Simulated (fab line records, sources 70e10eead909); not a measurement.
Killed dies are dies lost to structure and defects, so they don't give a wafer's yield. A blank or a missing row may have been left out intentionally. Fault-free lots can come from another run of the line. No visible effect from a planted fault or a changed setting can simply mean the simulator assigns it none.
fab line records    flow nand_harc
record: lots: 5  wafers: 15  last_day: 24
route steps=1159 shown A_SLIT@802 A_SIN_REMOVE@804 A_WL_FILL@809 END@1159
lots with no fault: from the same line, run without faults
start_h: start of the lot's first displayed wafer, in hours after the record's first day    wait_h: time in hours since the lot's previous step    " the same as in the row above    L1.1+2: several wafers, shown together as one row    - no value, or no start was given    * or withheld: withheld    < > ~ a bound
route shown NAME@n: NAME is a module with steps in the file, n the number in the route of the first one    usual: mean/standard deviation of fault-free wafers    same: alike in all rows    chamber/n: place in a boat    sites: per-site readings    _std_site: the standard deviation of these    _edge_site: inner sites' mean taken away from outer sites' mean    radius_mm: for every site, how far away it sits from the centre of the wafer    mask NAME#n: copy n    behind: the last tool/chamber to shape the wafer    hold: what put the lot on hold/how long, in hours/how the hold closed    device: transistor that didn't switch, given as n, p or np    end of line: the tests these same wafers got at the end of their route    for a step that has no rows: nothing shown but its recipe    killed: dies lost to structure and defects at the first sort, not the wafer's yield    map: per-die view of a wafer (x killed, . not killed, _ where there is no die)
set.NAME: the setting that was run; set.NAME@STEP: the one run at that earlier step    model.NAME: the simulator's own value behind a step, which no gauge read
certain route steps with their lots: each step a table, each wafer a row
services: when a tool's chamber went out of use (start_h, in hours from the record's first day, below 0 if earlier), for how many hours, and the reason
== steps ==
step: NHARC_A_SLIT_SRD_20
step: NHARC_A_SLIT_CD_MEAS_21
usual: cd_nm: 289.6/1
lot.wafer  tool       chamber  start_h  wait_h  cd_nm
L226.1     cd_sem-02  -        337.38   -       288.8
L226.4     "          -        "        "       289.4
L226.6     "          -        "        "       289.0
L234.2     cd_sem-03  -        374.74   -       289.9
L234.3     "          -        "        "       290.7
L234.6     "          -        "        "       291.8
L238.1     cd_sem-03  -        401.75   -       289.8
L238.3     "          -        "        "       291.1
L238.4     "          -        "        "       289.4
L242.2     cd_sem-03  -        419.36   -       288.9
L242.4     "          -        "        "       290.2
L242.6     "          -        "        "       289.4
L249.3     cd_sem-02  -        459.57   -       289.0
L249.4     "          -        "        "       289.4
L249.6     "          -        "        "       288.6
step: NHARC_A_SIN_REMOVE_WET_00
recipe: temp_c: 160  time_s: 15300  chemistry: H3PO4
step: NHARC_A_SIN_REMOVE_PRECLEAN_01
recipe: time_s: *  temp_c: 50  bath_age_min: 0  chemistry: SC1
step: NHARC_A_SIN_REMOVE_SRD_02
step: NHARC_A_SIN_REMOVE_INSPECT_04
usual: raw_defect_count: 310/100
lot.wafer  tool               chamber  start_h  wait_h  raw_defect_count
L226.1     defect_inspect-02  -        344.56   0.0     227
L226.4     "                  -        "        "       349
L226.6     "                  -        "        "       320
L234.2     defect_inspect-01  -        382.43   0.0     292
L234.3     "                  -        "        "       224
L234.6     "                  -        "        "       197
L238.1     defect_inspect-02  -        409.46   0.0     391
L238.3     "                  -        "        "       287
L238.4     "                  -        "        "       305
L242.2     defect_inspect-01  -        425.00   0.1     266
L242.4     "                  -        "        "       210
L242.6     "                  -        "        "       240
L249.3     defect_inspect-02  -        467.31   0.0     264
L249.4     "                  -        "        "       276
L249.6     "                  -        "        "       250
step: NHARC_A_WL_FILL_ALD_00
recipe: target_thk_a: 30  pulse_time_s: 3  ald_cycles: 30  temp_c: 300  material: Al2O3
usual: heater_power_w: 470/38  precursor_pulse_height_rel: 1.003/0.021
lot.wafer  tool       chamber  start_h  wait_h  heater_power_w  precursor_pulse_height_rel
L226.4     ald_hk-04  1        344.65   0.1     481             1.019
L226.1     "          3        "        "       424             1.002
L226.6     "          0        "        "       498             1.007
L234.3     ald_hk-04  2        382.72   0.3     433             0.998
L234.2     "          3        "        "       475             0.997
L234.6     "          0        "        "       475             0.990
L238.1     ald_hk-04  3        410.39   0.9     474             0.986
L238.4     "          0        "        "       474             0.975
L238.3     "          1        "        "       519             0.981
L242.4     ald_hk-02  3        425.37   0.4     502             0.990
L242.2     "          2        "        "       516             0.933
L242.6     "          3        "        "       521             0.970
L249.4     ald_hk-01  2        468.97   1.7     433             1.029
L249.3     "          0        "        "       460             0.988
L249.6     "          3        "        "       347             0.995
step: NHARC_A_WL_FILL_RTA_01
recipe: temp_c: 1000  time_s: 5
usual: lamp_power_pct: 29.1/2.5  lamp_zone_6_pct: 29.1/2.4  wafer_temp_C_max: 1004.6/0.98
lot.wafer  tool           chamber  start_h  wait_h  lamp_power_pct  lamp_zone_6_pct  wafer_temp_C_max
L226.1     rtp_anneal-02  0        344.89   -       26.3            26.2             1003.9
L226.4     "              0        "        "       26.2            26.2             1005.0
L226.6     "              0        "        "       26.2            26.2             1004.5
L234.2     rtp_anneal-02  0        382.97   -       26.3            26.2             1004.9
L234.3     "              0        "        "       26.2            26.2             1004.6
L234.6     "              0        "        "       26.2            26.3             1006.5
L238.1     rtp_anneal-02  0        410.67   -       26.3            26.2             1004.8
L238.3     "              0        "        "       26.2            26.2             1005.2
L238.4     "              0        "        "       26.3            26.2             1004.0
L242.2     rtp_anneal-01  0        425.82   0.2     31.2            31.1             1002.8
L242.4     "              0        "        "       31.2            31.1             1004.3
L242.6     "              0        "        "       31.3            31.1             1002.8
L249.3     rtp_anneal-01  0        469.30   -       31.2            31.2             1004.1
L249.4     "              0        "        "       31.2            31.1             1005.0
L249.6     "              0        "        "       31.2            31.1             1003.2
step: NHARC_A_WL_FILL_ALD_02
recipe: target_thk_a: 20  pulse_time_s: 3  ald_cycles: 100  temp_c: 450  material: TiN
usual: heater_power_w: 1073/120  precursor_pulse_height_rel: 1.001/0.018
lot.wafer  tool          chamber  start_h  wait_h  heater_power_w  precursor_pulse_height_rel
L226.4     ald_metal-03  0        345.14   0.1     1022            0.996
L226.1     "             1        "        "       1130            1.026
L226.6     "             0        "        "       1018            1.003
L234.2     ald_metal-04  2        383.19   0.2     1103            0.978
L234.3     "             3        "        "       933             0.998
L234.6     "             1        "        "       1214            0.996
L238.1     ald_metal-03  1        410.94   0.2     1121            0.998
L238.3     "             2        "        "       1090            0.993
L238.4     "             2        "        "       1097            0.987
L242.2     ald_metal-03  1        426.05   0.2     1096            1.009
L242.4     "             3        "        "       1217            1.008
L242.6     "             1        "        "       1121            0.980
L249.3     ald_metal-01  0        469.50   0.2     1036            1.026
L249.4     "             2        "        "       1223            0.993
L249.6     "             3        "        "       843             1.023
step: NHARC_A_WL_FILL_CVD_03
recipe: target_thk_a: 400  temp_c: 300  pressure_torr: 40  wf6_flow_sccm: 40  h2_flow_sccm: 1600  ar_flow_sccm: 1560  time_s: 3302  material: W
usual: heater_power_w: 459/25  throttle_valve_pct: 7.81/0.22
lot.wafer  tool      chamber  start_h  wait_h  heater_power_w  throttle_valve_pct
L226.1     cvd_w-01  1        345.67   0.2     503             7.24
L226.4     "         1        "        "       491             7.66
L226.6     "         0        347.99   2.5     454             7.76
L234.2     cvd_w-01  0        392.35   8.8     448             7.76
L234.3     "         0        "        "       461             7.78
L234.6     "         0        "        "       450             7.75
L238.1     cvd_w-02  0        411.44   0.1     477             7.79
L238.4     "         0        "        "       471             7.91
L238.3     "         1        "        "       424             7.90
L242.2     cvd_w-01  1        427.35   1.0     498             7.69
L242.4     "         0        "        "       447             7.95
L242.6     "         0        "        "       457             7.69
L249.3     cvd_w-02  0        474.55   4.7     462             7.89
L249.4     "         1        "        "       420             8.10
L249.6     "         1        "        "       411             7.95
step: NHARC_A_WL_FILL_ETCHBACK_04
recipe: target_depth_a: 600  time_s: 120  chemistry: NF3
usual: drypump_motor_current_A: 5.6/0.51  oes_product_au: 1.004/0.0086
lot.wafer  tool          chamber  start_h  wait_h  drypump_motor_current_A  oes_product_au  rf_hours_counter_h
L226.1     rie_metal-02  0        349.00   2.9     5.7                      1.006           3.4
L226.4     "             1        "        "       5.1                      1.004           -
L226.6     "             1        "        "       5.1                      1.008           -
L234.2     rie_metal-03  1        395.16   2.3     5.4                      1.003           3.3
L234.3     "             0        "        "       5.8                      1.008           -
L234.6     "             0        "        "       5.8                      1.010           -
L238.1     rie_metal-02  1        414.81   2.9     5.1                      1.007           0.5
L238.4     "             0        "        "       5.7                      1.046           -
L238.3     "             1        "        "       5.1                      0.995           -
L242.2     rie_metal-03  1        430.19   2.4     5.4                      1.007           4.3
L242.4     "             1        "        "       5.4                      0.994           -
L242.6     "             0        "        "       5.8                      1.005           -
L249.3     rie_metal-03  1        476.97   2.0     5.4                      1.005           -
L249.4     "             0        "        "       5.9                      1.000           -
L249.6     "             0        "        "       5.8                      0.998           -
step: NHARC_A_WL_FILL_ETCHBACK_05
recipe: target_depth_a: 220  time_s: 60  temp_c: 40  chemistry: Cl2/BCl3
usual: drypump_motor_current_A: 5.6/0.51  oes_product_au: 1.004/0.0097
lot.wafer  tool          chamber  start_h  wait_h  drypump_motor_current_A  oes_product_au  rf_hours_counter_h
L226.1     rie_metal-02  0        349.21   0.2     5.7                      1.003           3.5
L226.4     "             0        "        "       5.7                      1.001           -
L226.6     "             0        "        "       5.7                      0.997           -
L234.2     rie_metal-03  0        395.41   0.2     5.8                      1.007           3.4
L234.3     "             1        "        "       5.4                      0.999           -
L234.6     "             1        "        "       5.4                      1.002           -
L238.1     rie_metal-02  1        415.02   0.2     5.1                      1.000           0.6
L238.4     "             0        "        "       5.7                      1.007           -
L238.3     "             1        "        "       5.1                      1.002           -
L242.2     rie_metal-03  0        430.45   0.2     5.8                      0.981           4.4
L242.4     "             1        "        "       5.4                      0.993           -
L242.6     "             1        "        "       5.4                      0.993           -
L249.4     rie_metal-03  0        477.17   0.1     5.8                      1.009           -
L249.3     "             1        "        "       5.4                      1.013           -
L249.6     "             0        "        "       5.8                      1.018           -
step: NHARC_END_SORT_01
recipe: temp_c: 25
usual: killed_at_array: 29/10  killed_at_other: 0.7/1  killed_at_periphery: 3.7/2.6  killed_dies: 33/10  killed_open: 3.4/1.8  killed_short: 1.8/1.3
same: gross_dies: 677
lot.wafer  tool       chamber  start_h  wait_h  killed_at_array  killed_at_other  killed_at_periphery  killed_dies  killed_open  killed_short
L234.2     prober-01  0        496.94   2.8     35               1                8                    44           6            2
L234.3     prober-01  0        497.75   3.1     25               1                4                    30           3            1
L234.6     prober-01  0        500.18   4.0     35               2                6                    43           3            2
L242.2     prober-01  0        536.68   2.8     19               0                5                    24           5            2
L242.4     prober-01  0        538.29   3.4     21               0                4                    25           4            2
L242.6     prober-01  0        539.89   4.0     22               1                2                    25           4            4
killed by level:class
L234.2 A_CHANNEL_HOLE_D1:chamber_film_flake=23 P_ZERO_WELL:chamber_film_flake=5 A_STAIRCASE:chamber_film_flake=4 A_CONTACT:geometric_particle:open=3 A_CONTACT:chamber_film_flake=2 P_GATE:geometric_particle:open=1 P_CONTACT:geometric_particle:open=1 A_ONON_D1:geometric_particle:open=1
L234.3 A_CHANNEL_HOLE_D1:chamber_film_flake=19 P_ZERO_WELL:chamber_film_flake=4 A_CONTACT:geometric_particle:open=2 A_WL_FILL:geometric_particle:short=1 A_BLC:geometric_particle:open=1 A_STAIRCASE:chamber_film_flake=1 A_CONTACT:chamber_film_flake=1 THIN_TSV:chamber_film_flake=1
L234.6 A_CHANNEL_HOLE_D1:chamber_film_flake=24 A_STAIRCASE:chamber_film_flake=6 P_ZERO_WELL:chamber_film_flake=5 A_M0:geometric_particle:open=2 A_CONTACT:chamber_film_flake=2 P_CONTACT:geometric_particle:open=1 A_CHANNEL_HOLE_D1:geometric_particle:short=1 STARTING-WAFER:geometric_particle:short=1
L242.2 A_CHANNEL_HOLE_D1:chamber_film_flake=10 A_CONTACT:chamber_film_flake=4 P_CONTACT:geometric_particle:open=3 A_STAIRCASE:chamber_film_flake=2 P_GATE:geometric_particle:open=1 A_CHANNEL_FILL_D1:geometric_particle:short=1 A_CHANNEL_FILL_D1:geometric_particle:open=1 A_WL_FILL:geometric_particle:short=1
L242.4 A_CHANNEL_HOLE_D1:chamber_film_flake=8 A_CONTACT:chamber_film_flake=6 A_STAIRCASE:chamber_film_flake=4 P_CONTACT:geometric_particle:open=1 P_M0:geometric_particle:open=1 P_M1:geometric_particle:short=1 A_CHANNEL_FILL_D1:geometric_particle:open=1 A_WL_FILL:geometric_particle:short=1
L242.6 A_CHANNEL_HOLE_D1:chamber_film_flake=11 A_STAIRCASE:chamber_film_flake=4 A_WL_FILL:geometric_particle:short=2 A_CONTACT:geometric_particle:open=2 A_CONTACT:chamber_film_flake=2 P_CONTACT:geometric_particle:open=1 P_M0:geometric_particle:short=1 A_CHANNEL_FILL_D1:geometric_particle:short=1
== services ==
tool          chamber  start_h  hours  kind
ald_metal-03  -        322.00   10.0   pm
ald_metal-03  0        322.00   10.0   vent_cycle
ald_metal-03  1        322.00   10.0   vent_cycle
ald_metal-03  2        322.00   10.0   vent_cycle
rie_metal-03  -        361.77   0.6    repair
ald_hk-04     -        364.83   10.0   pm
cvd_w-02      -        377.78   13.0   pm
ald_metal-01  3        378.46   2.2    repair
rie_metal-02  -        388.00   9.0    pm
rie_metal-02  0        388.00   9.0    vent_cycle
rie_metal-02  1        388.00   9.0    vent_cycle
rie_metal-02  0        397.00   -      clean
rie_metal-02  1        397.00   -      clean
ald_metal-03  0        397.36   14.3   repair
ald_metal-04  -        406.00   10.0   pm
ald_hk-01     -        408.09   10.0   pm
ald_hk-02     -        414.91   2.7    repair
ald_metal-04  1        438.73   25.8   repair
rie_metal-03  -        453.00   9.0    pm
rie_metal-03  0        453.00   9.0    vent_cycle
rie_metal-03  1        453.00   9.0    vent_cycle
ald_metal-01  -        458.00   10.0   pm
rie_metal-03  0        462.00   -      clean
rie_metal-03  1        462.00   -      clean
== key ==
first_sign: step: NHARC_A_WL_FILL_ETCHBACK_04  reading: oes_product_au  direction: up  sigmas: 4.9  usual: 1.004  struck: 1.046
effect none on later readings
met_at NHARC_A_WL_FILL_ETCHBACK_04
struck_wafers L238.4
tester_left_out L238
onset_between 349.00 414.81
fault: kind: process_parameter_drift  tool: rie_metal-02  chamber: 0  onset_h: 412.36  steps: NHARC_A_WL_FILL_ETCHBACK_04  channel: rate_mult  offset: 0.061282  shape: step  end_h: 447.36
tester_left_out: of these lots the tester's yield and bins aren't shown, on N5 and GAA mostly nor the transistor test; their killed dies are dies lost to structure and defects alone, not to doping, threshold or leakage, so they don't give the yield
